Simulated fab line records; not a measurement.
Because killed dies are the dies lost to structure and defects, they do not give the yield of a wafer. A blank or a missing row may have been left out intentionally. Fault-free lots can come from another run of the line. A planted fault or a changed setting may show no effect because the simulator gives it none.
Matching of chambers ; flow nandHarc ; NHARC_P_GATE_ALD_36 on aldSin-03 has 4 sister chambers
The step deposits SiNx, target thk 20 nm, pulse time 60 s, ald cycles 223. 16 wafers are shown with their chamber, then 8 later ones without.

WAFERS PAIRED WITH THEIR CHAMBERS
wafer;chamber;heaterPowerW (W);precursorPulseHeightRel
L075.4;1;828;1.001
L075.1;2;1001;1.038
L075.5;3;879;1.041
L077.2;2;990;1.010
L077.4;3;875;0.982
L077.5;3;871;1.036
L080.1;2;981;1.005
L080.2;0;770;1.001
L080.6;2;965;1.027
L083.3;3;870;0.996
L083.4;1;770;0.992
L083.6;2;967;1.013
L086.3;2;983;0.997
L086.1;1;765;0.975
L086.4;3;837;1.011
L088.2;0;794;0.981

SIGNATURES (means of the wafers above)
reading;chamber 0;chamber 1;chamber 2;chamber 3;scatter within a chamber
heaterPowerW;782.00;787.67;981.17;866.40;20
precursorPulseHeightRel;0.99100;0.98933;1.01500;1.01320;0.0188
Rule: a wafer lies at a distance from a chamber equal to the root of the sum of squares, over the readings, of (its reading less the chamber's mean, divided by the reading's scatter). If the next closest chamber is less than 2 further off than the closest, the wafer can't be placed; otherwise it belongs to the closest. The scatter is the square root of a quotient: the sum, over the shown wafers, of each reading's squared deviation from its chamber's mean, divided by wafers minus chambers.

WAFERS MISSING THEIR CHAMBER
wafer;heaterPowerW (W);precursorPulseHeightRel
L088.6;796;1.005
L088.5;758;0.966
L092.4;797;1.001
L092.2;873;1.010
L092.6;804;0.970
L095.1;760;0.994
L095.2;804;0.977
L095.6;983;0.988

EACH ONE'S CHAMBER
wafer;from the rows above;in truth
L088.6;can't be placed: 1 or 0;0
L088.5;can't be placed: 0 or 1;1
L092.4;can't be placed: 1 or 0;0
L092.2;3;3
L092.6;can't be placed: 1 or 0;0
L095.1;can't be placed: 0 or 1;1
L095.2;can't be placed: 1 or 0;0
L095.6;2;2
Correct placement for 2 of the 8. From these rows, 6 cannot be placed; in 6 the true chamber is one of the candidates. Placed wrongly: 0.
